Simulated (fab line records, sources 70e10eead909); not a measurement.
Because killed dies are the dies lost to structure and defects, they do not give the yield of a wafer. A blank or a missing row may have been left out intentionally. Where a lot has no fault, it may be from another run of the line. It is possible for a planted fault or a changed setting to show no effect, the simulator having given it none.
Which tool did it?    flow nand-harc    42 wafers from 14 lots sampled at 6 of the route's 1302 steps

## WHAT THE GAUGES READ, wafer by wafer
NHARC_A_M0_CD_MEAS_09 targets a cd of 80 nm.
lot   measured      on         cd-nm (nm)
L507  day 23 09:44  cd-sem-01  80.9 80.6 80.4
L508  day 23 09:54  cd-sem-01  79.6 80.6 79.7
L510  day 24 19:31  cd-sem-02  80.9 81.6 80.8
L514  day 25 20:31  cd-sem-03  79.7 79.9 79.4
L513  day 25 21:50  cd-sem-02  79.8 81.0 80.3
L515  day 26 02:00  cd-sem-03  81.1 80.5 79.9
L520  day 28 02:11  cd-sem-01  79.9 81.3 79.5
L518  day 28 04:58  cd-sem-02  98.8 99.7 100.1
L521  day 29 00:59  cd-sem-02  95.8 94.9 95.5
L526  day 30 06:23  cd-sem-01  80.3 80.6 80.4
L525  day 30 08:55  cd-sem-03  79.4 80.4 78.8
L529  day 32 08:02  cd-sem-01  79.7 80.0 79.1
L530  day 32 12:16  cd-sem-02  81.0 80.0 79.6
L528  day 32 12:56  cd-sem-01  81.1 80.5 80.2

NHARC_A_M0_CD_MEAS_16.
lot   measured      on         cd-nm (nm)
L507  day 23 10:13  cd-sem-02  81.1 81.1 81.2
L508  day 23 10:23  cd-sem-03  79.3 81.6 79.9
L510  day 24 20:01  cd-sem-02  82.0 81.6 81.2
L514  day 25 20:59  cd-sem-03  80.6 80.3 79.5
L513  day 25 22:19  cd-sem-03  79.8 80.7 80.2
L515  day 26 02:29  cd-sem-03  81.1 81.4 79.7
L520  day 28 02:40  cd-sem-01  79.9 80.4 79.9
L518  day 28 05:28  cd-sem-02  99.3 100.2 99.9
L521  day 29 01:28  cd-sem-02  95.5 95.1 95.4
L526  day 30 06:52  cd-sem-01  81.1 80.4 79.3
L525  day 30 09:25  cd-sem-02  78.9 80.0 79.4
L529  day 32 08:31  cd-sem-02  79.7 81.3 80.2
L530  day 32 12:47  cd-sem-01  79.9 78.8 79.9
L528  day 32 13:28  cd-sem-02  80.9 80.9 81.3

## EACH LOT AND THE TOOL THAT RAN IT (in order: tool; ch and the chambers of the sampled wafers; start)
lot   NHARC_A_BLC_ETCH_18                            NHARC_A_BLC_STRIP_21                NHARC_A_M0_PEB_07                  NHARC_A_M0_ETCH_15
L507  rie-diel-12 ch 1,3, day 23 06:17 or earlier    rie-diel-03 ch 0,2,3, day 23 06:17  litho-track-06 ch 0, day 23 09:40  rie-diel-06 ch 0,2,3, day 23 10:13 or earlier
L508  rie-diel-03 ch 0,3, day 23 06:53 or earlier    rie-diel-03 ch 0,1,3, day 23 06:53  litho-track-01 ch 0, day 23 09:49  rie-diel-13 ch 0,1,3, day 23 10:23 or earlier
L510  rie-diel-03 ch 0,2, day 24 16:43 or earlier    rie-diel-03 ch 0,1,2, day 24 16:43  litho-track-06 ch 0, day 24 19:26  rie-diel-13 ch 0,1,3, day 24 20:01 or earlier
L514  rie-diel-07 ch 1,2,3, day 25 17:49 or earlier  rie-diel-03 ch 1,2,3, day 25 17:49  litho-track-01 ch 0, day 25 20:26  rie-diel-04 ch 1,2,3, day 25 20:59 or earlier
L513  rie-diel-12 ch 0,2,3, day 25 19:15 or earlier  rie-diel-03 ch 0,2,3, day 25 19:15  litho-track-04 ch 0, day 25 21:45  rie-diel-06 ch 0,2,3, day 25 22:19 or earlier
L515  rie-diel-07 ch 1,2, day 25 23:26 or earlier    rie-diel-03 ch 1,3, day 25 23:26    litho-track-06 ch 0, day 26 01:55  rie-diel-13 ch 0,1,2, day 26 02:29 or earlier
L520  rie-diel-12 ch 1,2,3, day 27 23:35 or earlier  rie-diel-03 ch 0,1,3, day 27 23:35  litho-track-06 ch 0, day 28 02:06  rie-diel-04 ch 0,1,3, day 28 02:40 or earlier
L518  rie-diel-12 ch 1,3, day 28 02:23 or earlier    rie-diel-12 ch 1,3, day 28 02:23    litho-track-06 ch 0, day 28 04:53  rie-diel-13 ch 0,1,2, day 28 05:28 or earlier
L521  rie-diel-03 ch 0,2,3, day 28 22:16 or earlier  rie-diel-07 ch 0,3, day 28 22:16    litho-track-06 ch 0, day 29 00:55  rie-diel-06 ch 1,2, day 29 01:28 or earlier
L526  rie-diel-12 ch 0,1,3, day 30 03:49 or earlier  rie-diel-12 ch 1,2,3, day 30 03:49  litho-track-04 ch 0, day 30 06:18  rie-diel-06 ch 0,2,3, day 30 06:52 or earlier
L525  rie-diel-07 ch 0,1,2, day 30 06:13 or earlier  rie-diel-07 ch 0,1,2, day 30 06:13  litho-track-01 ch 0, day 30 08:50  rie-diel-13 ch 0,1,3, day 30 09:25 or earlier
L529  rie-diel-03 ch 0,2,3, day 32 05:17 or earlier  rie-diel-12 ch 2,3, day 32 05:17    litho-track-04 ch 0, day 32 07:58  rie-diel-13 ch 0,1,2, day 32 08:31 or earlier
L530  rie-diel-03 ch 0,1, day 32 09:34 or earlier    rie-diel-07 ch 1,2, day 32 09:34    litho-track-01 ch 0, day 32 12:10  rie-diel-06 ch 1,3, day 32 12:47 or earlier
L528  rie-diel-03 ch 0,3, day 32 10:11 or earlier    rie-diel-03 ch 0,3, day 32 10:11    litho-track-01 ch 0, day 32 12:51  rie-diel-06 ch 0,1, day 32 13:28 or earlier
- NHARC_A_BLC_ETCH_18: etches the open film in C4F8/O2/Ar, target depth 910 nm.
- NHARC_A_BLC_STRIP_21: strips in O2.
- NHARC_A_M0_PEB_07: peb time 65 s.
- NHARC_A_M0_ETCH_15: etches the open film in C4F8/Ar, target depth 150 nm, overetch 15 nm, time 82.5 s.

## AS READ BY THE TOOLS THEMSELVES (means over the sampled wafers that have a number; for cases with no such wafer, the mark the record gives instead)
NHARC_A_BLC_ETCH_18.
lot   tool         oes-product-au (a.u.)  rf-fwd-power-W (W)  rf-vpp-V (V)
L507  rie-diel-12  0.932                  600.5               985
L508  rie-diel-03  0.969                  599.1               982
L510  rie-diel-03  0.928                  596.8               977
L514  rie-diel-07  0.947                  599.0               981
L513  rie-diel-12  0.965                  598.9               980
L515  rie-diel-07  0.932                  598.1               985
L520  rie-diel-12  0.967                  599.0               980
L518  rie-diel-12  0.967                  599.5               982
L521  rie-diel-03  0.918                  599.8               978
L526  rie-diel-12  0.970                  599.6               982
L525  rie-diel-07  0.965                  599.2               985
L529  rie-diel-03  0.956                  597.7               979
L530  rie-diel-03  0.917                  599.1               978
L528  rie-diel-03  0.918                  598.8               981

NHARC_A_BLC_STRIP_21.
lot   tool         drypump-motor-current-A (A)  oes-product-au (a.u.)  rf-vpp-V (V)  showerhead-plenum-p-Torr (Torr)  throttle-valve-pct (%)
L507  rie-diel-03  5.9                          1.000                  58.2          3.53                             17.037
L508  rie-diel-03  5.8                          0.994                  58.1          3.55                             17.034
L510  rie-diel-03  6.0                          0.989                  58.2          3.46                             17.035
L514  rie-diel-03  6.1                          1.000                  57.7          3.47                             17.032
L513  rie-diel-03  5.8                          0.996                  57.8          3.53                             17.031
L515  rie-diel-03  6.0                          1.002                  57.8          3.49                             17.041
L520  rie-diel-03  5.7                          0.992                  57.3          3.54                             17.041
L518  rie-diel-12  5.4                          1.012                  58.2          3.64                             17.037
L521  rie-diel-07  5.8                          0.989                  58.2          3.66                             17.038
L526  rie-diel-12  5.3                          1.006                  57.7          3.57                             17.038
L525  rie-diel-07  5.8                          1.000                  57.8          3.71                             17.040
L529  rie-diel-12  5.3                          0.991                  57.1          3.64                             17.029
L530  rie-diel-07  5.6                          0.984                  58.4          3.62                             17.035
L528  rie-diel-03  5.6                          0.996                  58.7          3.61                             17.036

NHARC_A_M0_PEB_07.
lot   tool            heater-power-total-W (W)  plate-temp-C (C)
L507  litho-track-06  156.4                     99.75
L508  litho-track-01  156.4                     99.96
L510  litho-track-06  157.1                     100.08
L514  litho-track-01  156.6                     100.10
L513  litho-track-04  156.5                     100.11
L515  litho-track-06  156.6                     100.08
L520  litho-track-06  157.0                     100.04
L518  litho-track-06  168.9                     105.53
L521  litho-track-06  168.7                     105.64
L526  litho-track-04  156.1                     100.01
L525  litho-track-01  156.1                     99.92
L529  litho-track-04  156.4                     99.99
L530  litho-track-01  156.1                     100.08
L528  litho-track-01  156.8                     100.14

NHARC_A_M0_ETCH_15.
lot   tool         oes-product-au (a.u.)  rf-fwd-power-W (W)  rf-vpp-V (V)
L507  rie-diel-06  0.959                  597.2               441.1
L508  rie-diel-13  0.964                  596.4               441.8
L510  rie-diel-13  0.962                  596.5               440.8
L514  rie-diel-04  0.970                  595.2               441.0
L513  rie-diel-06  0.950                  597.7               441.9
L515  rie-diel-13  0.919                  597.4               439.2
L520  rie-diel-04  0.962                  595.1               441.8
L518  rie-diel-13  0.928                  596.9               439.8
L521  rie-diel-06  0.963                  596.9               440.5
L526  rie-diel-06  0.961                  595.8               441.5
L525  rie-diel-13  0.963                  596.6               441.7
L529  rie-diel-13  0.961                  594.7               439.9
L530  rie-diel-06  0.954                  596.1               441.5
L528  rie-diel-06  0.960                  595.1               441.7

## THE ANSWER, worked out from the rows above alone
Rule: the lots themselves supply what counts as usual. Put in order of their means at a reading, lots are off if they are a third of the lots or fewer, leave a main group of 4 or more, and stand apart from it by a gap of 3 or more times the standard deviation of the main group's means; of several such gaps the widest counts. Not used: any main group whose means are identical at the precision the tables above print for the reading. Also off: a lot with no number at a reading for which 4 or more lots have one. All remaining lots with rows at the step are treated as sound. The gauges are gone through in route order, then the tools' own readings, and for those a lot's mean is taken as printed above. At the first step where some lot is off, the reading lying furthest off is the one used; lots without a number count as furthest.
Off: L518, L521, at NHARC_A_M0_CD_MEAS_09 (cd-nm). Main group: mean 80.2 nm, sd 0.45.
A tool fits if, at a process step before that reading, it ran every lot that is off, and no sound lot after the first of them. The gauges at NHARC_A_M0_CD_MEAS_09 aren't tried: what is off there is off at NHARC_A_M0_PEB_07 too, on other tools, and a gauge's error can't cause that. NHARC_A_BLC_ETCH_18: start missing for some lots; hours and lot order therefore follow NHARC_A_BLC_STRIP_21. One fits: NHARC_A_M0_PEB_07 on litho-track-06. Its last sound lot is L520 (day 28 02:06), its first lot that is off L518 (day 28 04:53): a fault that began between those two fits.
The tool's own readings at NHARC_A_M0_PEB_07 bear it out: on the lots that are off they differ by more than 5 times the standard deviation of the sound lots' means. heater-power-total-W reads 168.8 W there against 156.5 W on the sound lots; plate-temp-C reads 105.59 C there against 100.02 C on the sound lots.

## WHAT HAD BEEN PUT IN BY THE SIMULATOR
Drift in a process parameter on litho-track-06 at NHARC_A_M0_PEB_07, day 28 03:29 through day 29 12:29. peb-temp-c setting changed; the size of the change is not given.
Shown lots that were struck: L518, L521. The same result came from the rule above.
